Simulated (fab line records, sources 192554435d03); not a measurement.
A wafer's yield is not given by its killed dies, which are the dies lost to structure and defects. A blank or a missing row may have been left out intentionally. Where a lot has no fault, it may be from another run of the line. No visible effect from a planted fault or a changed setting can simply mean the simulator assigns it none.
Matching of chambers || flow n5-finfet || rie-diel-01 running N5_BEOL_M5_DESCUM_16: 4 sister chambers
The step chemistry O2, time 7 s. 8 wafers are shown with their chamber, then 9 later ones without.

WAFERS WITH THEIR CHAMBER
{"wafer": "L083.2", "chamber": 2, "showerhead-plenum-p-Torr (Torr)": 2.10, "throttle-valve-pct (%)": 20.72}
{"wafer": "L083.4", "chamber": 0, "showerhead-plenum-p-Torr (Torr)": 2.18, "throttle-valve-pct (%)": 20.75}
{"wafer": "L084.1", "chamber": 1, "showerhead-plenum-p-Torr (Torr)": 2.14, "throttle-valve-pct (%)": 20.32}
{"wafer": "L084.2", "chamber": 3, "showerhead-plenum-p-Torr (Torr)": 2.08, "throttle-valve-pct (%)": 20.89}
{"wafer": "L084.4", "chamber": 2, "showerhead-plenum-p-Torr (Torr)": 2.09, "throttle-valve-pct (%)": 20.74}
{"wafer": "L088.2", "chamber": 1, "showerhead-plenum-p-Torr (Torr)": 2.13, "throttle-valve-pct (%)": 20.06}
{"wafer": "L088.3", "chamber": 0, "showerhead-plenum-p-Torr (Torr)": 2.17, "throttle-valve-pct (%)": 20.80}
{"wafer": "L088.5", "chamber": 3, "showerhead-plenum-p-Torr (Torr)": 2.07, "throttle-valve-pct (%)": 20.51}

WAFERS MISSING THEIR CHAMBER
{"wafer": "L095.2", "showerhead-plenum-p-Torr (Torr)": 2.17, "throttle-valve-pct (%)": 20.78}
{"wafer": "L095.5", "showerhead-plenum-p-Torr (Torr)": 2.09, "throttle-valve-pct (%)": 20.77}
{"wafer": "L095.6", "showerhead-plenum-p-Torr (Torr)": 2.07, "throttle-valve-pct (%)": 20.51}
{"wafer": "L094.3", "showerhead-plenum-p-Torr (Torr)": 2.07, "throttle-valve-pct (%)": 20.51}
{"wafer": "L094.4", "showerhead-plenum-p-Torr (Torr)": 2.09, "throttle-valve-pct (%)": 20.76}
{"wafer": "L094.5", "showerhead-plenum-p-Torr (Torr)": 2.17, "throttle-valve-pct (%)": 20.79}
{"wafer": "L096.1", "showerhead-plenum-p-Torr (Torr)": 2.17, "throttle-valve-pct (%)": 20.79}
{"wafer": "L096.4", "showerhead-plenum-p-Torr (Torr)": 2.07, "throttle-valve-pct (%)": 20.53}
{"wafer": "L096.5", "showerhead-plenum-p-Torr (Torr)": 2.07, "throttle-valve-pct (%)": 20.53}

WHICH CHAMBER EACH ONE RAN IN
{"wafer": "L095.2", "from the rows above": 0, "in truth": 0}
{"wafer": "L095.5", "from the rows above": "can't be placed: 2 or 3", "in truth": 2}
{"wafer": "L095.6", "from the rows above": 3, "in truth": 3}
{"wafer": "L094.3", "from the rows above": 3, "in truth": 3}
{"wafer": "L094.4", "from the rows above": "can't be placed: 2 or 3", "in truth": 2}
{"wafer": "L094.5", "from the rows above": 0, "in truth": 0}
{"wafer": "L096.1", "from the rows above": 0, "in truth": 0}
{"wafer": "L096.4", "from the rows above": 3, "in truth": 3}
{"wafer": "L096.5", "from the rows above": 3, "in truth": 3}
Correctly placed: 7 of 9. From these rows, 2 cannot be placed; in 2 the true chamber is one of the candidates. Placed wrongly: 0.
How it was worked out, from the rows above alone: a wafer's distance from a chamber is the root of the sum, over the readings, of the square of ((its reading less the chamber's mean) divided by the reading's scatter). If the next closest chamber is less than 2 further off than the closest, the wafer can't be placed; otherwise it belongs to the closest. Each chamber's mean is taken over the wafers shown for it. How the scatter is found: for the shown wafers, subtract from each reading the mean of its chamber, square and add these, divide the total by (wafers less chambers), then take the root.
